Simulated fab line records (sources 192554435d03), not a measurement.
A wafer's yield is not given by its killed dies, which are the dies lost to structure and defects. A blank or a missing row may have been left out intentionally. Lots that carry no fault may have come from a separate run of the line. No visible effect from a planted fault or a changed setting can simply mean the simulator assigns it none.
fab line records + flow n5Finfet
record:
- lots: 13
- wafers: 34
- lastDay: 18
route steps=1938 shown HKMG_FIN@399 PASSIVATION@1936
lots that met no fault: from a run of the same line without faults
startH: hours from the record's opening day to when the first of the lot's shown wafers began + waitH: hours since the lot's step before + " identical to the entry in the row above + L1.1+2: a single row standing in for several wafers + - no value, or no start given + * or withheld: withheld + < > ~ a bound
route shown NAME@n: a module of which the file shows steps, and the number in the route of the first + usual: mean and standard deviation over wafers with no fault + same: alike in all rows + chamber/n: place in a boat + sites: each site's reading + _std_site: their standard deviation + _edge_site: outer sites' mean less inner sites' + radiusMm: how far each site lies from the wafer's centre + mask NAME#n: copy n + behind: tool/chamber where the wafer was last shaped + hold: cause of the lot's hold/its duration in hours/its outcome + device: which transistor (n, p or np) failed to switch + end of line: at the end of the route, the tests of the same wafers + a step with no rows: only its recipe + killed: at the first sort, the dies lost to defects and structure; wafer yield is something else + map: a wafer's dies, x killed, . not, _ none there
set.NAME: the setting as run; set.NAME@STEP: as run at that earlier step + model.NAME: the simulator's own value behind a step, which no gauge read
the route's steps for a sample of lots (tables are steps, rows are wafers)
services: when a tool's chamber went out of use (startH, in hours from the record's first day, below 0 if earlier), for how many hours, and the reason
== steps ==
step: N5_HKMG_FIN_OVL_MEAS_50
recipe:
- pointsPerWafer: 44
usual:
- NDIPOLE_OVL: 0.1/0.77
| lot.wafer | tool       | chamber | startH | waitH | NDIPOLE_OVL[nm] |
|-----------|------------|---------|--------|-------|-----------------|
| L624.1    | overlay-01 | 0       | 71.40  | 0.1   | 0.0             |
| L624.2    | "          | 0       | "      | "     | 0.7             |
| L624.3    | "          | 0       | "      | "     | 0.7             |
| L625.1    | overlay-02 | 0       | 81.51  | 0.0   | -0.5            |
| L625.4    | "          | 0       | "      | "     | 0.9             |
| L625.6    | "          | 0       | "      | "     | 0.7             |
| L627.5    | overlay-02 | 0       | 92.22  | 0.0   | 0.2             |
| L627.6    | "          | 0       | "      | "     | -1.5            |
| L629.1    | overlay-01 | 0       | 102.65 | 0.0   | -0.8            |
| L629.2    | "          | 0       | "      | "     | -1.2            |
| L629.3    | "          | 0       | "      | "     | -1.0            |
| L630.2    | overlay-01 | 0       | 110.73 | 0.0   | 0.2             |
| L630.5    | "          | 0       | "      | "     | -1.6            |
| L631.2    | overlay-02 | 0       | 113.50 | 0.0   | -0.9            |
| L631.3    | "          | 0       | "      | "     | -0.4            |
| L633.3    | overlay-01 | 0       | 126.76 | 0.0   | -0.2            |
| L633.4    | "          | 0       | "      | "     | -0.1            |
| L634.1    | overlay-02 | 0       | 133.47 | 0.0   | 0.1             |
| L634.4    | "          | 0       | "      | "     | 0.2             |
| L634.6    | "          | 0       | "      | "     | 0.9             |
| L635.1    | overlay-01 | 0       | 139.24 | 0.0   | -1.3            |
| L635.2    | "          | 0       | "      | "     | -0.1            |
| L636.3    | overlay-01 | 0       | 145.61 | 0.0   | -0.1            |
| L636.4    | "          | 0       | "      | "     | 0.9             |
| L636.6    | "          | 0       | "      | "     | 1.0             |
| L640.1    | overlay-01 | 0       | 172.53 | 0.0   | -0.2            |
| L640.2    | "          | 0       | "      | "     | -1.7            |
| L640.3    | "          | 0       | "      | "     | -0.1            |
| L641.1    | overlay-01 | 0       | 179.57 | 0.0   | -0.8            |
| L641.5    | "          | 0       | "      | "     | -0.3            |
| L641.6    | "          | 0       | "      | "     | -0.6            |
| L647.2    | overlay-01 | 0       | 216.57 | 0.0   | 0.5             |
| L647.5    | "          | 0       | "      | "     | 0.9             |
| L647.6    | "          | 0       | "      | "     | 1.0             |
step: N5_HKMG_FIN_STRIP_57
recipe:
- chemistry: CF4
- resist: SiARC
- powerW: 300
- biasPowerW: 75
- pressureMtorr: 50
- cf4FlowSccm: 150
- rfFrequencyHz: 6e+07
usual:
- biasPowerW: 75.02/0.22
- drypumpMotorCurrentA: 5.5/0.38
- oesProductAu: 0.80/0.068
- rfVppV: 271.6/1.6
- showerheadPlenumPTorr: 1.81/0.059
- throttleValvePct: 13.54/0.23
| lot.wafer | tool       | chamber | startH | waitH | biasPowerW | drypumpMotorCurrentA | oesProductAu | rfHoursCounterH | rfVppV | showerheadPlenumPTorr | throttleValvePct |
|-----------|------------|---------|--------|-------|------------|----------------------|--------------|-----------------|--------|-----------------------|------------------|
| L624.1    | rieDiel-05 | 1       | 71.74  | 0.0   | 75.20      | 5.6                  | 0.79         | 97              | 273.2  | 1.87                  | 13.11            |
| L624.2    | "          | 3       | "      | "     | 75.05      | 5.1                  | 0.88         | 43              | 271.4  | 1.83                  | 13.55            |
| L624.3    | "          | 2       | "      | "     | 75.00      | 5.2                  | 0.71         | 213             | 274.5  | 1.84                  | 13.59            |
| L625.1    | rieDiel-01 | 3       | 81.85  | 0.0   | 75.15      | 5.7                  | 0.81         | 77              | 271.5  | 1.84                  | 13.85            |
| L625.4    | "          | 3       | "      | "     | 75.19      | 5.7                  | 0.80         | -               | 271.6  | 1.84                  | 13.85            |
| L625.6    | "          | 2       | "      | "     | 74.85      | 5.2                  | 0.86         | -               | 271.6  | 1.82                  | 13.15            |
| L627.5    | rieDiel-01 | 2       | 92.58  | 0.0   | 74.82      | 5.2                  | 0.84         | -               | 272.4  | 1.82                  | 13.14            |
| L627.6    | "          | 0       | "      | "     | 75.17      | 6.0                  | 0.71         | -               | 269.1  | 1.68                  | 13.74            |
| L629.1    | rieDiel-05 | 0       | 102.99 | 0.0   | 75.07      | 5.4                  | 0.91         | 24              | 271.2  | 1.76                  | 13.47            |
| L629.2    | "          | 2       | "      | "     | 75.00      | 5.2                  | 0.71         | 223             | 270.4  | 1.84                  | 13.60            |
| L629.3    | "          | 1       | "      | "     | 75.04      | 5.6                  | 0.78         | 107             | 272.7  | 1.86                  | 13.13            |
| L630.2    | rieDiel-01 | 2       | 111.07 | 0.0   | 75.32      | 5.2                  | 0.83         | 58              | 271.6  | 1.82                  | 13.17            |
| L630.5    | "          | 3       | "      | "     | 74.58      | 5.7                  | 0.79         | -               | 271.4  | 1.83                  | 13.88            |
| L631.2    | rieDiel-01 | 3       | 114.03 | 0.0   | 74.96      | 5.7                  | 0.79         | 92              | 271.7  | 1.83                  | 13.89            |
| L631.3    | "          | 0       | "      | "     | 74.80      | 6.0                  | 0.71         | 220             | 269.2  | 1.68                  | 13.77            |
| L633.3    | rieDiel-05 | 2       | 127.10 | 0.0   | 74.96      | 5.2                  | 0.70         | 230             | 272.5  | 1.83                  | 13.62            |
| L633.4    | "          | 3       | "      | "     | 74.90      | 5.1                  | 0.85         | 59              | 270.3  | 1.83                  | 13.61            |
| L634.1    | rieDiel-05 | 3       | 133.88 | 0.0   | 74.60      | 5.1                  | 0.85         | 62              | 271.0  | 1.83                  | 13.62            |
| L634.4    | "          | 0       | "      | "     | 74.94      | 5.4                  | 0.90         | 35              | 271.1  | 1.75                  | 13.49            |
| L634.6    | "          | 2       | "      | "     | 74.84      | 5.1                  | 0.70         | -               | 273.0  | 1.83                  | 13.62            |
| L635.1    | rieDiel-05 | 3       | 139.69 | 0.0   | 74.95      | 5.1                  | 0.85         | 64              | 270.9  | 1.83                  | 13.62            |
| L635.2    | "          | 1       | "      | "     | 74.65      | 5.6                  | 0.77         | 119             | 273.5  | 1.86                  | 13.18            |
| L636.3    | rieDiel-02 | 0       | 146.21 | 0.0   | 74.89      | 4.8                  | 0.75         | 147             | 269.4  | 1.80                  | 13.55            |
| L636.4    | "          | 2       | "      | "     | 74.98      | 6.3                  | 0.85         | 44              | 272.2  | 1.88                  | 13.37            |
| L636.6    | "          | 3       | "      | "     | 74.92      | 5.2                  | 0.75         | -               | 270.0  | 1.81                  | 13.68            |
| L640.1    | rieDiel-05 | 0       | 172.99 | 0.0   | 75.01      | 5.4                  | 0.87         | 50              | 268.5  | 1.75                  | 13.52            |
| L640.2    | "          | 1       | "      | "     | 75.27      | 5.6                  | 0.75         | 133             | 272.5  | 1.86                  | 13.20            |
| L640.3    | "          | 3       | "      | "     | 74.77      | 5.1                  | 0.83         | 77              | 271.1  | 1.82                  | 13.64            |
| L641.1    | rieDiel-01 | 3       | 180.01 | 0.0   | 74.85      | 5.7                  | 0.77         | 117             | 271.1  | 1.82                  | 13.95            |
| L641.5    | "          | 3       | "      | "     | 75.06      | 5.7                  | 0.78         | -               | 270.7  | 1.82                  | 13.94            |
| L641.6    | "          | 2       | "      | "     | 75.05      | 5.2                  | 0.80         | -               | 270.5  | 1.81                  | 13.24            |
| L647.2    | rieDiel-01 | 3       | 216.91 | 0.0   | 75.18      | 5.7                  | 0.75         | 133             | 271.9  | 1.82                  | 13.98            |
| L647.5    | "          | 0       | "      | "     | 75.10      | 6.0                  | 0.98         | -               | 273.1  | 1.88                  | 13.21            |
| L647.6    | "          | 1       | "      | "     | 74.69      | 5.7                  | 0.85         | -               | 274.3  | 1.89                  | 13.70            |
step: N5_HKMG_FIN_ALD_79
recipe:
- material: TiN
- targetThkA: 15
- tempC: 400
- aldPrecursorFamily: TiCl4
- aldCoReactant: NH3
- pulseTimeS: 1
- purgeTimeS: 3
- coReactantPurgeTimeS: 2
- coReactantPulseTimeS: 2
- aldCycles: 68
- pressureTorr: 3
usual:
- heaterPowerW: 879/130
- precursorPulseHeightRel: 0.998/0.019
- susceptorTempC: 400.00/0.22
| lot.wafer | tool        | chamber | startH | waitH | heaterPowerW | precursorPulseHeightRel | susceptorTempC |
|-----------|-------------|---------|--------|-------|--------------|-------------------------|----------------|
| L624.1    | aldMetal-03 | 0       | 72.84  | 0.0   | 724          | 1.020                   | 399.80         |
| L624.2    | "           | 1       | "      | "     | 1049         | 0.999                   | 399.75         |
| L624.3    | "           | 2       | "      | "     | 956          | 0.991                   | 399.93         |
| L625.1    | aldMetal-03 | 2       | 83.00  | 0.0   | 939          | 0.986                   | 400.25         |
| L625.4    | "           | 1       | "      | "     | 1051         | 0.982                   | 400.06         |
| L625.6    | "           | 2       | "      | "     | 953          | 0.995                   | 400.19         |
| L627.5    | aldMetal-01 | 2       | 93.82  | 0.2   | 1019         | 1.042                   | 400.13         |
| L627.6    | "           | 3       | "      | "     | 820          | 0.992                   | 400.48         |
| L629.1    | aldMetal-02 | 0       | 104.07 | 0.0   | 1026         | 0.981                   | 399.75         |
| L629.2    | "           | 1       | "      | "     | 649          | 1.004                   | 399.67         |
| L629.3    | "           | 2       | "      | "     | 1014         | 0.991                   | 400.14         |
| L630.2    | aldMetal-03 | 3       | 112.15 | 0.0   | 799          | 1.015                   | 399.79         |
| L630.5    | "           | 1       | "      | "     | 1060         | 1.016                   | 400.16         |
| L631.2    | aldMetal-02 | 3       | 115.12 | 0.0   | 674          | 1.002                   | 400.19         |
| L631.3    | "           | 2       | "      | "     | 1007         | 0.979                   | 400.23         |
| L633.3    | aldMetal-03 | 3       | 128.18 | 0.0   | 787          | 1.018                   | 399.67         |
| L633.4    | "           | 1       | "      | "     | 1050         | 0.991                   | 399.70         |
| L634.1    | aldMetal-02 | 1       | 134.97 | 0.0   | 646          | 0.961                   | 399.31         |
| L634.4    | "           | 2       | "      | "     | 1026         | 1.006                   | 400.02         |
| L634.6    | "           | 1       | "      | "     | 644          | 1.005                   | 399.45         |
| L635.1    | aldMetal-01 | 3       | 140.77 | 0.0   | 825          | 0.999                   | 400.19         |
| L635.2    | "           | 1       | "      | "     | 967          | 1.007                   | 399.92         |
| L636.3    | aldMetal-01 | 2       | 147.29 | 0.0   | 1031         | 0.993                   | 399.83         |
| L636.4    | "           | 1       | "      | "     | 956          | 1.014                   | 400.19         |
| L636.6    | "           | 3       | "      | "     | 806          | 0.994                   | 400.42         |
| L640.1    | aldMetal-03 | 3       | 174.08 | 0.0   | 791          | 0.994                   | 399.87         |
| L640.2    | "           | 0       | "      | "     | 701          | 0.960                   | 399.76         |
| L640.3    | "           | 1       | "      | "     | 1085         | 0.989                   | 400.10         |
| L641.1    | aldMetal-02 | 0       | 181.09 | 0.0   | 1004         | 0.973                   | 400.13         |
| L641.5    | "           | 2       | "      | "     | 1019         | 0.995                   | 400.01         |
| L641.6    | "           | 3       | "      | "     | 661          | 0.996                   | 400.24         |
| L647.2    | aldMetal-01 | 0       | 217.99 | 0.0   | 859          | 1.018                   | 399.90         |
| L647.5    | "           | 2       | "      | "     | 1012         | 0.994                   | 400.13         |
| L647.6    | "           | 1       | "      | "     | 973          | 1.007                   | 400.04         |
step: N5_HKMG_FIN_COAT_30
recipe:
- resist: SiARC
- tempC: 220
- timeS: 60
- spinRpm: 1500
- resistThkNm: 35
usual:
- exhaustPa: 45.0/0.9
- spinSpeedRpm: 1500.3/1
| lot.wafer | tool          | chamber | startH | waitH | exhaustPa | spinSpeedRpm |
|-----------|---------------|---------|--------|-------|-----------|--------------|
| L624.1    | lithoTrack-02 | 0       | 74.52  | -     | 44.3      | 1498.3       |
| L624.2    | "             | 0       | "      | "     | 46.9      | 1500.5       |
| L624.3    | "             | 0       | "      | "     | 44.9      | 1500.6       |
| L625.1    | lithoTrack-05 | 0       | 84.55  | -     | 44.9      | 1501.1       |
| L625.4    | "             | 0       | "      | "     | 44.2      | 1502.1       |
| L625.6    | "             | 0       | "      | "     | 45.1      | 1501.1       |
| L627.5    | lithoTrack-01 | 0       | 95.38  | -     | 44.3      | 1500.5       |
| L627.6    | "             | 0       | "      | "     | 45.4      | 1501.3       |
| L629.1    | lithoTrack-05 | 0       | 105.62 | -     | 45.9      | 1500.4       |
| L629.2    | "             | 0       | "      | "     | 46.0      | 1500.9       |
| L629.3    | "             | 0       | "      | "     | 46.2      | 1500.6       |
| L630.2    | lithoTrack-01 | 0       | 113.77 | -     | 42.8      | 1500.2       |
| L630.5    | "             | 0       | "      | "     | 45.2      | 1501.5       |
| L631.2    | lithoTrack-05 | 0       | 116.67 | -     | 45.6      | 1500.9       |
| L631.3    | "             | 0       | "      | "     | 45.6      | 1499.3       |
| L633.3    | lithoTrack-01 | 0       | 129.73 | -     | 46.6      | 1499.1       |
| L633.4    | "             | 0       | "      | "     | 46.1      | 1501.4       |
| L634.1    | lithoTrack-01 | 0       | 136.53 | -     | 43.8      | 1499.0       |
| L634.4    | "             | 0       | "      | "     | 43.2      | 1498.0       |
| L634.6    | "             | 0       | "      | "     | 44.7      | 1499.7       |
| L635.1    | lithoTrack-02 | 0       | 142.32 | -     | 44.1      | 1503.2       |
| L635.2    | "             | 0       | "      | "     | 44.3      | 1501.4       |
| L636.3    | lithoTrack-01 | 0       | 148.84 | -     | 44.2      | 1499.8       |
| L636.4    | "             | 0       | "      | "     | 44.8      | 1499.3       |
| L636.6    | "             | 0       | "      | "     | 43.6      | 1499.6       |
| L640.1    | lithoTrack-01 | 0       | 175.64 | -     | 44.9      | 1711.9       |
| L640.2    | "             | 0       | "      | "     | 44.4      | 1711.5       |
| L640.3    | "             | 0       | "      | "     | 45.7      | 1710.1       |
| L641.1    | lithoTrack-01 | 0       | 182.64 | -     | 43.6      | 1709.9       |
| L641.5    | "             | 0       | "      | "     | 44.6      | 1710.1       |
| L641.6    | "             | 0       | "      | "     | 44.9      | 1709.7       |
| L647.2    | lithoTrack-05 | 0       | 219.84 | -     | 45.2      | 1499.8       |
| L647.5    | "             | 0       | "      | "     | 45.2      | 1499.4       |
| L647.6    | "             | 0       | "      | "     | 44.9      | 1499.8       |
step: N5_PASSIVATION_PROBE_49
usual:
- killed_at_M0_to_M3: 34/10
- killed_at_M4_up: 13/5.4
- killedAtContacts: 13/6
- killedAtFrontEnd: 42/13
- killedAtOther: 4/3.2
- killedDies: 107/18
- killedOpen: 69/14
- killedShort: 35/7.7
same:
- grossDies: 1180
- killedAtBackSide: 0
| lot.wafer | tool      | chamber | startH | waitH | killed_at_M0_to_M3 | killed_at_M4_up | killedAtContacts | killedAtFrontEnd | killedAtOther | killedDies | killedOpen | killedShort |
|-----------|-----------|---------|--------|-------|--------------------|-----------------|------------------|------------------|---------------|------------|------------|-------------|
| L624.1    | prober-02 | -       | 265.70 | 0.0   | 25                 | 26              | 9                | 33               | 0             | 93         | 61         | 28          |
| L624.2    | prober-02 | -       | 265.75 | 0.1   | 23                 | 10              | 17               | 43               | 1             | 94         | 54         | 39          |
| L624.3    | prober-02 | -       | 265.80 | 0.1   | 29                 | 18              | 25               | 30               | 2             | 104        | 67         | 33          |
| L629.1    | prober-01 | -       | 289.50 | 0.0   | 36                 | 16              | 9                | 34               | 5             | 100        | 73         | 27          |
| L629.2    | prober-01 | -       | 289.55 | 0.1   | 35                 | 7               | 18               | 33               | 3             | 96         | 57         | 38          |
| L629.3    | prober-01 | -       | 289.60 | 0.1   | 42                 | 14              | 12               | 28               | 9             | 105        | 67         | 35          |
| L634.1    | prober-01 | -       | 342.57 | 0.0   | 22                 | 17              | 18               | 61               | 7             | 125        | 79         | 42          |
| L634.4    | prober-01 | -       | 342.72 | 0.2   | 35                 | 11              | 21               | 43               | 1             | 111        | 77         | 34          |
| L634.6    | prober-01 | -       | 342.82 | 0.3   | 36                 | 6               | 18               | 43               | 2             | 105        | 64         | 40          |
| L640.1    | prober-02 | -       | 374.66 | 0.0   | 43                 | 12              | 8                | 57               | 10            | 130        | 82         | 38          |
| L640.2    | prober-02 | -       | 374.71 | 0.1   | 48                 | 10              | 11               | 55               | 14            | 138        | 90         | 47          |
| L640.3    | prober-02 | -       | 374.76 | 0.1   | 53                 | 8               | 8                | 56               | 10            | 135        | 85         | 43          |
| L641.1    | prober-01 | -       | 388.60 | 0.0   | 35                 | 16              | 17               | 45               | 2             | 115        | 70         | 39          |
| L641.5    | prober-01 | -       | 388.80 | 0.2   | 62                 | 14              | 17               | 27               | 9             | 129        | 88         | 40          |
| L641.6    | prober-01 | -       | 388.85 | 0.3   | 62                 | 10              | 7                | 36               | 3             | 118        | 72         | 42          |
| L647.2    | prober-02 | -       | 432.52 | 0.1   | 24                 | 17              | 8                | 65               | 7             | 121        | 72         | 43          |
| L647.5    | prober-02 | -       | 432.67 | 0.2   | 19                 | 14              | 27               | 59               | 6             | 125        | 81         | 38          |
| L647.6    | prober-02 | -       | 432.72 | 0.3   | 33                 | 17              | 21               | 48               | 10            | 129        | 86         | 36          |
killed by level:class
L624.1 STI_FIN_REVEAL:geometricParticle:open=10 FIN_SAQP:geometricParticle:open=7 MOL_CONTACT_COAG:geometricParticle:open=7 BEOL_M4:geometricParticle:open=7 FIN_SAQP:geometricParticle:short=6 BEOL_M0_SAQP:geometricParticle:open=6 BEOL_M0_SAQP:geometricParticle:short=6 BEOL_M1:geometricParticle:open=6
L624.2 MOL_CONTACT_COAG:geometricParticle:open=12 FIN_SAQP:geometricParticle:short=11 STI_FIN_REVEAL:geometricParticle:open=8 FIN_SAQP:geometricParticle:open=7 MOL_CONTACT_COAG:geometricParticle:short=5 BEOL_M0_SAQP:geometricParticle:open=5 BEOL_M0_SAQP:geometricParticle:short=5 BEOL_M5:geometricParticle:open=4
L624.3 MOL_CONTACT_COAG:geometricParticle:open=21 BEOL_M0_SAQP:geometricParticle:short=9 STI_FIN_REVEAL:geometricParticle:open=7 BEOL_M4:geometricParticle:open=7 BEOL_M1:geometricParticle:open=7 FIN_SAQP:geometricParticle:open=5 FIN_SAQP:geometricParticle:short=5 MOL_CONTACT_COAG:geometricParticle:short=4
L629.1 BEOL_M2:geometricParticle:open=14 FIN_SAQP:geometricParticle:open=8 BEOL_M3:geometricParticle:open=8 MOL_CONTACT_COAG:geometricParticle:open=7 BEOL_M0_SAQP:geometricParticle:open=6 BEOL_M5:geometricParticle:open=6 FIN_SAQP:geometricParticle:short=5 BEOL_M0_SAQP:geometricParticle:short=5
L629.2 MOL_CONTACT_COAG:geometricParticle:open=16 BEOL_M0_SAQP:geometricParticle:short=15 BEOL_M0_SAQP:geometricParticle:open=10 FIN_SAQP:geometricParticle:short=6 DUMMY_GATE:geometricParticle:open=6 ILD0:geometricParticle:short=5 ILD0:geometricParticle:open=4 GATE_CUT:geometricParticle:short=3
L629.3 MOL_CONTACT_COAG:geometricParticle:open=9 BEOL_M0_SAQP:geometricParticle:short=9 BEOL_M0_SAQP:geometricParticle:open=9 BEOL_M2:geometricParticle:open=7 BEOL_M3:geometricParticle:open=6 FIN_SAQP:geometricParticle:short=5 BEOL_M1:geometricParticle:open=5 DUMMY_GATE:geometricParticle:short=4
L634.1 STI_FIN_REVEAL:geometricParticle:open=16 FIN_SAQP:geometricParticle:open=14 MOL_CONTACT_COAG:geometricParticle:open=14 FIN_SAQP:geometricParticle:short=11 BEOL_M0_SAQP:geometricParticle:short=5 GATE_CUT:geometricParticle:open=5 BEOL_M2:geometricParticle:open=5 GATE_CUT:geometricParticle:short=4
L634.4 MOL_CONTACT_COAG:geometricParticle:open=17 STI_FIN_REVEAL:geometricParticle:open=10 BEOL_M2:geometricParticle:open=8 DUMMY_GATE:geometricParticle:open=7 FIN_SAQP:geometricParticle:open=6 BEOL_M3:geometricParticle:short=6 STARTING-WAFER:geometricParticle:short=6 FIN_SAQP:geometricParticle:short=5
L634.6 MOL_CONTACT_COAG:geometricParticle:open=14 FIN_SAQP:geometricParticle:open=13 FIN_SAQP:geometricParticle:short=9 BEOL_M0_SAQP:geometricParticle:open=9 DUMMY_GATE:geometricParticle:open=8 BEOL_M0_SAQP:geometricParticle:short=7 BEOL_M2:geometricParticle:open=5 BEOL_M2:geometricParticle:short=4
L640.1 FIN_SAQP:geometricParticle:open=15 STI_FIN_REVEAL:geometricParticle:open=12 BEOL_M3:geometricParticle:open=12 BEOL_M0_SAQP:geometricParticle:short=8 BEOL_M0_SAQP:geometricParticle:open=8 BEOL_M1:geometricParticle:open=8 FIN_CUT:areaEtch=8 GATE_CUT:geometricParticle:short=5
L640.2 FIN_SAQP:geometricParticle:open=22 BEOL_M0_SAQP:geometricParticle:open=13 BEOL_M0_SAQP:geometricParticle:short=11 BEOL_M3:geometricParticle:open=10 STI_FIN_REVEAL:geometricParticle:open=8 MOL_CONTACT_COAG:geometricParticle:open=8 GATE_CUT:geometricParticle:short=6 GATE_CUT:geometricParticle:open=5
L640.3 STI_FIN_REVEAL:geometricParticle:open=18 BEOL_M0_SAQP:geometricParticle:short=17 BEOL_M0_SAQP:geometricParticle:open=11 STI_FIN_REVEAL:geometricParticle:short=9 DUMMY_GATE:geometricParticle:open=9 BEOL_M3:geometricParticle:open=9 MOL_CONTACT_COAG:geometricParticle:open=7 HKMG_FIN:areaEtch=6
L641.1 MOL_CONTACT_COAG:geometricParticle:open=14 BEOL_M0_SAQP:geometricParticle:short=12 FIN_SAQP:geometricParticle:open=11 BEOL_M4:geometricParticle:open=9 FIN_SAQP:geometricParticle:short=8 DUMMY_GATE:geometricParticle:open=5 STARTING-WAFER:geometricParticle:short=5 BEOL_M1:geometricParticle:open=5
L641.5 BEOL_M0_SAQP:geometricParticle:open=22 BEOL_M0_SAQP:geometricParticle:short=20 MOL_CONTACT_COAG:geometricParticle:open=14 BEOL_M4:geometricParticle:open=11 BEOL_M1:geometricParticle:open=9 STI_FIN_REVEAL:geometricParticle:open=6 BEOL_M2:geometricParticle:open=5 DUMMY_GATE:geometricParticle:open=4
L641.6 BEOL_M0_SAQP:geometricParticle:open=23 BEOL_M0_SAQP:geometricParticle:short=14 FIN_SAQP:geometricParticle:open=8 GATE_CUT:geometricParticle:short=7 MOL_CONTACT_COAG:geometricParticle:open=7 BEOL_M3:geometricParticle:open=7 BEOL_M1:geometricParticle:open=6 BEOL_M4:geometricParticle:open=6
L647.2 FIN_SAQP:geometricParticle:short=18 STI_FIN_REVEAL:geometricParticle:open=16 BEOL_M3:geometricParticle:open=16 BEOL_M4:geometricParticle:open=8 FIN_SAQP:geometricParticle:open=6 STI_FIN_REVEAL:geometricParticle:short=6 MOL_CONTACT_COAG:geometricParticle:open=6 DUMMY_GATE:geometricParticle:open=5
L647.5 MOL_CONTACT_COAG:geometricParticle:open=20 FIN_SAQP:geometricParticle:open=15 STI_FIN_REVEAL:geometricParticle:open=11 BEOL_M4:geometricParticle:open=8 FIN_SAQP:geometricParticle:short=7 MOL_CONTACT_COAG:geometricParticle:short=7 GATE_CUT:geometricParticle:short=5 BEOL_M2:geometricParticle:open=5
L647.6 STI_FIN_REVEAL:geometricParticle:open=15 MOL_CONTACT_COAG:geometricParticle:open=15 FIN_SAQP:geometricParticle:open=11 BEOL_M2:geometricParticle:short=10 BEOL_M3:geometricParticle:open=8 BEOL_M4:geometricParticle:open=8 FIN_SAQP:geometricParticle:short=6 MOL_CONTACT_COAG:geometricParticle:short=5
== services ==
| tool          | chamber | startH | hours | kind                         |
|---------------|---------|--------|-------|------------------------------|
| rieDiel-05    | 0       | 53.76  | 11.6  | repair                       |
| rieDiel-01    | 1       | 76.89  | -     | clean                        |
| rieDiel-01    | 1       | 76.89  | -     | consumableReplace:focusRing  |
| rieDiel-01    | 1       | 76.89  | -     | consumableReplace:showerhead |
| rieDiel-01    | 1       | 76.89  | 15.8  | scheduledDown                |
| rieDiel-01    | 1       | 76.89  | 15.8  | ventCycle                    |
| aldMetal-01   | 0       | 109.66 | 17.9  | repair                       |
| rieDiel-05    | -       | 112.03 | 4.3   | pm                           |
| rieDiel-02    | 2       | 136.70 | 8.8   | repair                       |
| rieDiel-02    | -       | 154.74 | 14.6  | pm                           |
| rieDiel-05    | 2       | 159.38 | 5.2   | repair                       |
| rieDiel-02    | 1       | 170.92 | 3.2   | repair                       |
| lithoTrack-01 | -       | 184.10 | -     | consumableReplace:filter     |
| rieDiel-05    | 2       | 185.33 | -     | clean                        |
| rieDiel-05    | 2       | 185.33 | -     | consumableReplace:focusRing  |
| rieDiel-05    | 2       | 185.33 | 22.6  | scheduledDown                |
| rieDiel-05    | 2       | 185.33 | 22.6  | ventCycle                    |
| rieDiel-01    | 0       | 194.65 | -     | clean                        |
| rieDiel-01    | 0       | 194.65 | -     | consumableReplace:focusRing  |
| rieDiel-01    | 0       | 194.65 | -     | consumableReplace:showerhead |
| rieDiel-01    | 0       | 194.65 | 18.3  | scheduledDown                |
| rieDiel-02    | -       | 201.05 | 2.8   | pm                           |
| aldMetal-01   | -       | 201.96 | 1.6   | repair                       |
| aldMetal-02   | -       | 218.63 | 1.0   | repair                       |
== key ==
firstSign:
- step: N5_HKMG_FIN_COAT_30
- reading: spinSpeedRpm
- direction: up
- sigmas: 99+
- usual: *
- struck: *
effect none on later readings
metAt N5_HKMG_FIN_COAT_30
struckLots L640,L641
testerLeftOut L640,L641
notActingAt N5_HKMG_FIN_OVL_MEAS_50,N5_HKMG_FIN_STRIP_57,N5_HKMG_FIN_ALD_79
onsetBetween 148.84 175.64
fault:
- kind: processParameterDrift
- tool: lithoTrack-01
- chamber: -
- onsetH: 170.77
- steps: N5_HKMG_FIN_COAT_30
- channel: spinRpm
- offset: *
- shape: step
- endH: 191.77
- actsIn: *
- stated: *
testerLeftOut: of these lots the tester's yield and bins aren't shown, on N5 and GAA mostly nor the transistor test; their killed dies are dies lost to structure and defects alone, not to doping, threshold or leakage, so they don't give the yield
